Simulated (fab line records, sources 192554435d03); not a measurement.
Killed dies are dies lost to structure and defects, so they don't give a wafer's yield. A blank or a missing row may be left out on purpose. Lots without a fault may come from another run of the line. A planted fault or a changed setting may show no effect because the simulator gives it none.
Chamber matching | flow n5_finfet | N5_BEOL_M2_STRIP_36 on rie_diel-02: 4 sister chambers
The step strips in N2/H2. 4 wafers are shown with their chamber, then 9 later ones without.

WAFERS WITH THEIR CHAMBER
wafer  | chamber | showerhead_plenum_p_Torr (Torr)
L083.6 | 2       | 2.51
L082.2 | 1       | 2.63
L084.3 | 3       | 2.68
L084.5 | 0       | 2.59

WAFERS WITHOUT THEIR CHAMBER
wafer  | showerhead_plenum_p_Torr (Torr)
L090.1 | 2.58
L090.4 | 2.50
L090.6 | 2.67
L088.1 | 2.62
L088.2 | 2.58
L088.4 | 2.67
L096.2 | 2.62
L096.3 | 2.57
L096.4 | 2.62

WHICH CHAMBER EACH WENT THROUGH
wafer  | from the rows above     | in truth
L090.1 | 0                       | 0
L090.4 | 2                       | 2
L090.6 | 3                       | 3
L088.1 | can't be placed: 1 or 0 | 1
L088.2 | 0                       | 0
L088.4 | 3                       | 3
L096.2 | can't be placed: 1 or 0 | 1
L096.3 | 0                       | 0
L096.4 | can't be placed: 1 or 0 | 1
Placed correctly: 6 of 9. Can't be placed from these rows: 3 (the true chamber is among the candidates in 3). Placed wrongly: 0.
How it was worked out, from the rows above alone: a wafer's distance from a chamber is the root of the sum, over the readings, of the square of ((its reading less the chamber's mean) divided by the reading's scatter). The wafer belongs to the nearest chamber; if the next one is less than 2 further off, it can't be placed. A chamber's mean is the mean of its shown wafers. The scatter: with one shown wafer a chamber, the root of the mean of the squares of how far each hidden wafer lies from its nearest shown one.
